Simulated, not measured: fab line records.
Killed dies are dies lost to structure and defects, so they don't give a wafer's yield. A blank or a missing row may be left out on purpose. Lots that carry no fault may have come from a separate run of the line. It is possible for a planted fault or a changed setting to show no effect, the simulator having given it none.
Comparing a struck lot with a sound one | flow n5_finfet | 15 steps out of a route of 1938
Sound: wafers L732.1, L732.4, L732.6. Struck: wafer L744.2. (L744.3, L744.6 of the same lot were not struck and are left out.) The cause comes at the end.
Each step with rows lists, per side, the tool, then ch with its chambers, then its first start. Under that, the readings that differ: sound wafers | struck wafers | difference of the means | sigmas: that difference in standard deviations of wafers without a fault.
alike: a reading whose means differ by less than 2 such deviations, as well as words and numbers matching on both sides. not compared: withheld readings; readings where some wafer has no value; bounds like >300 that might hide an equal value; numbers whose values overlap and for which the record gives no deviation.
The two part at a step that has a row with sigmas, a row that says differs or no value, or rows on one side only. Non-overlapping numbers with no deviation appear without sigmas and do not part them. A reading missing from all wafers of one side parts the sides only when that side holds two or more wafers.

first, 1 step without rows for these wafers: N5_BEOL_M0_TRENCH_ETCH_107 (etches SiOC in C4F6/O2, target depth 32.8 nm, time 16.4 s).
N5_BEOL_M0_STRIP_142: strips in N2/H2, time 10 s.
  sound on rie_diel-03 ch 2,3, day 10 21:38; struck on rie_diel-06 ch 2, day 9 04:05
  alike: drypump_motor_current_A, h2_flow_sccm, oes_product_au, rf_vpp_V, showerhead_plenum_p_Torr, throttle_valve_pct
  not compared: rf_hours_counter_h
N5_BEOL_M0_OCD_MEAS_108:
  struck on ocd-01, day 9 04:10; sound on ocd-01, day 10 21:42
  reading              | sound          | struck | difference | sigmas
  trench_depth_nm (nm) | 31.4 31.9 31.5 | 33.3   | +1.7       | +3
then, 2 steps without rows for these wafers: N5_BEOL_M0_HM_STRIP_129 (strips TiN in peroxide tin strip, target depth 17 nm, time 108 s); N5_BEOL_M0_SRD_130 (time 30 s).
N5_BEOL_M0_ETCH_109: etches SiCN in CH3F/O2, target depth 8 nm, overetch 2.4 nm, time 27.4 s.
  sound on rie_diel-03 ch 0,1,2, day 10 21:58; struck on rie_diel-06 ch 0, day 9 04:17
  alike: O2_flow_sccm, drypump_motor_current_A, oes_product_au, rf_vpp_V, showerhead_plenum_p_Torr, throttle_valve_pct
  not compared: rf_hours_counter_h
then, 2 steps without rows for these wafers: N5_BEOL_M0_STRIP_139 (strips in post etch residue remover, time 60 s); N5_BEOL_M0_SRD_111 (time 30 s).
N5_BEOL_M0_DEGAS_112: time 60 s.
  struck on pvd_sputter-03, day 9 05:24; sound on pvd_sputter-02, day 11 00:07
  reading            | sound       | struck | difference | sigmas
  heater_power_w (W) | 336 340 342 | 270    | -69        | -3
then, 1 step without rows for these wafers: N5_BEOL_M0_PRE_CLEAN_113 (time 30 s).
N5_BEOL_M0_ALD_136: deposits TaN, pulse time 2 s, purge time 3 s, co reactant purge time 2 s.
  sound on ald_metal-01 ch 0,1,3, day 11 00:14; struck on ald_metal-02 ch 1, day 9 05:30
  alike: heater_power_w, mfc_carrier_sccm
N5_BEOL_M0_SURFACE_TREAT_137:
  struck on pvd_sputter-01, day 9 05:44; sound on pvd_sputter-02, day 11 00:31
  not compared: throttle_valve_pct
N5_BEOL_M0_CVD_115: deposits Co from CCTBA/H2, time 120 s.
  sound on cvd_co-01 ch 0,1,2, day 11 00:37; struck on cvd_co-02 ch 2, day 9 05:48
  reading          | sound             | struck | difference | sigmas
  run_length_s (s) | 142.7 142.9 142.9 | 72.5   | -70.3      | -99 or more
then, 1 step without rows for these wafers: N5_BEOL_M0_SPUTTER_116 (material Cu, target thk 4 nm, time 7.37 s).
-- record jumps: 2 days separate the struck wafers' starts on either side; left off in module BEOL_M0, taken up again in module BEOL_M4, whose first shown step is the route's number 1111 --
N5_BEOL_M4_RC_MEAS_101:
  sound on prober-02 ch 0, day 13 19:34; struck on prober-02 ch 0, day 11 12:35
  reading       | sound          | struck | difference | sigmas
  ION_N (uA/um) | 672 681 674    | 648    | -28        | -3
  ION_P (uA/um) | 467 469 466    | 452    | -15        | -2
  VT_P (mV)     | -247 -248 -247 | -254   | -7         | -2
  alike: DIBL_N, DIBL_P, IOFF_N, IOFF_P, SS_N, SS_P, VT_N

== WHERE THEY PART ==
Last at N5_BEOL_M4_RC_MEAS_101 as far as this record goes, first at N5_BEOL_M0_OCD_MEAS_108.

WHY: whatever the simulator had introduced
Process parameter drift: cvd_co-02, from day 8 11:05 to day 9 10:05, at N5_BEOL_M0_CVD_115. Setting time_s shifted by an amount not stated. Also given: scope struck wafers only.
